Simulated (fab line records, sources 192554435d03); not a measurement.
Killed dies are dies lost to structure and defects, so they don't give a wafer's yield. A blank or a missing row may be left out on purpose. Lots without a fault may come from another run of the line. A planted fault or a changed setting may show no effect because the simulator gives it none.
Chamber matching | flow n5_finfet | N5_BEOL_M5_PECVD_70 on pecvd-01: 3 sister chambers
The step deposits SiO2 from TEOS/O2, target thk 16 nm, time 18 s. 3 wafers are shown with their chamber, then 12 later ones without.

WAFERS WITH THEIR CHAMBER
wafer  | chamber | showerhead_plenum_p_Torr (Torr)
L092.1 | 1       | 8.80
L092.2 | 2       | 8.88
L092.5 | 0       | 8.76

WAFERS WITHOUT THEIR CHAMBER
wafer  | showerhead_plenum_p_Torr (Torr)
L094.2 | 8.80
L094.5 | 8.83
L094.6 | 8.88
L095.1 | 8.84
L095.3 | 8.75
L095.4 | 8.87
L096.1 | 8.86
L096.2 | 8.77
L096.3 | 8.82
L097.1 | 8.76
L097.4 | 8.82
L097.5 | 8.89

WHICH CHAMBER EACH WENT THROUGH
wafer  | from the rows above     | in truth
L094.2 | 1                       | 1
L094.5 | can't be placed: 1 or 2 | 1
L094.6 | 2                       | 2
L095.1 | can't be placed: 1 or 2 | 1
L095.3 | 0                       | 0
L095.4 | 2                       | 2
L096.1 | 2                       | 2
L096.2 | can't be placed: 0 or 1 | 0
L096.3 | 1                       | 1
L097.1 | 0                       | 0
L097.4 | 1                       | 1
L097.5 | 2                       | 2
Placed correctly: 9 of 12. Can't be placed from these rows: 3 (the true chamber is among the candidates in 3). Placed wrongly: 0.
How it was worked out, from the rows above alone: a wafer's distance from a chamber is the root of the sum, over the readings, of the square of ((its reading less the chamber's mean) divided by the reading's scatter). The wafer belongs to the nearest chamber; if the next one is less than 2 further off, it can't be placed. A chamber's mean is the mean of its shown wafers. The scatter: with one shown wafer a chamber, the root of the mean of the squares of how far each hidden wafer lies from its nearest shown one.
